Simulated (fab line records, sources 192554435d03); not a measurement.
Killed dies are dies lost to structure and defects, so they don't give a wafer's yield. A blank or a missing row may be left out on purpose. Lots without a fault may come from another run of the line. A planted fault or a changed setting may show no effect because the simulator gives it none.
Split-lot experiment | flow n5_finfet | 7 lots, 21 wafers read, on a route of 1938 steps

THE SPLIT
At N5_BEOL_M9_TRENCH_ETCH_37 (etches SiCOH lowk in C4F6/O2, target depth 151.43 nm, time 49 s), the setting bias_w was moved away from the recipe's 185 W on 3 of the 21 wafers read, by -11.3% to +17.3%. The other wafers ran this setting at the recipe's value.

The reading is taken at the split's own step.

THE READING
rf_vpp_V, in V, at N5_BEOL_M9_TRENCH_ETCH_37 (etches SiCOH lowk in C4F6/O2, target depth 151.43 nm, time 49 s). Fault-free wafers of this fab line usually give 668 V, standard deviation 7 V.

wafer  | tool, chamber at the split | bias_w as run, W | against the recipe | rf_vpp_V, V | against lot-mates on the recipe
L074.3 | rie_diel-06, 2             | 185              | recipe             | 677         | -
L074.4 | rie_diel-06, 1             | 185              | recipe             | 678         | -
L074.6 | rie_diel-06, 0             | 185              | recipe             | 664         | -
L078.1 | rie_diel-06, 2             | 185              | recipe             | 679         | -
L078.3 | rie_diel-06, 3             | 185              | recipe             | 666         | -
L078.4 | rie_diel-06, 1             | 185              | recipe             | 677         | -
L080.1 | rie_diel-01, 0             | 164.1            | -11.3%             | 601         | -62
L080.3 | rie_diel-01, 3             | 185              | recipe             | 663         | -
L080.5 | rie_diel-01, 2             | 164.1            | -11.3%             | 608         | -55
L082.1 | rie_diel-01, 1             | 185              | recipe             | 655         | -
L082.3 | rie_diel-01, 0             | 185              | recipe             | 662         | -
L082.6 | rie_diel-01, 1             | 185              | recipe             | 653         | -
L086.1 | rie_diel-04, 0             | 185              | recipe             | 669         | -
L086.2 | rie_diel-04, 1             | 185              | recipe             | 669         | -
L086.3 | rie_diel-04, 3             | 185              | recipe             | 672         | -
L090.3 | rie_diel-01, 0             | 185              | recipe             | 661         | -
L090.4 | rie_diel-01, 1             | 185              | recipe             | 654         | -
L090.6 | rie_diel-01, 2             | 217              | +17.3%             | 759         | +102
L097.1 | rie_diel-04, 0             | 185              | recipe             | 670         | -
L097.2 | rie_diel-04, 1             | 185              | recipe             | 668         | -
L097.3 | rie_diel-04, 2             | 185              | recipe             | 671         | -

THE FIT
A straight line over all 21 wafers: rf_vpp_V changes by +5.42 V for each +1% of bias_w; r = +0.97; the points scatter about the line by 7.8 V.
The same after taking each lot's own level away (the mean of its wafers on the recipe; 21 wafers): +5.56 V for each +1%; r = +0.99; scatter 4.5 V.
On that fit, the largest move of bias_w shifts the reading by 96 V.
The lots' own levels span 656.7 to 674.0 V, that is 2.5 times the standard deviation above.
So the lot-to-lot level changes the slope little: the two slopes agree.
Check: with one of the wafers moved furthest among these (+17.3%) left out of the fit, the line predicts +89.6 V for it against its lot-mates. It came out at +102 V against them.
Tool readings at the split's step, against how far the setting was moved: rf_vpp_V r = +0.97.

OTHER SPLITS ON THESE WAFERS
These wafers also went through other splits before the reading. Each is held against what the fit with the lots' levels taken away leaves over:
other split on the same wafers   | wafers away from the commonest value | r with rf_vpp_V (lot level and that fit taken away)
N5_BEOL_M8_EXPOSE_25 dose_mj     | 6                                    | +0.11
N5_BEOL_M8_ETCH_66 source_w      | 9                                    | +0.13
N5_BEOL_M8_VIA_ETCH_34 source_w  | 7                                    | -0.18
N5_BEOL_M8_TRENCH_ETCH_37 bias_w | 6                                    | -0.20

THE FILE'S OWN FIT
rf_vpp_V changes by +5.69 V for each +1% of bias_w, r = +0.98.
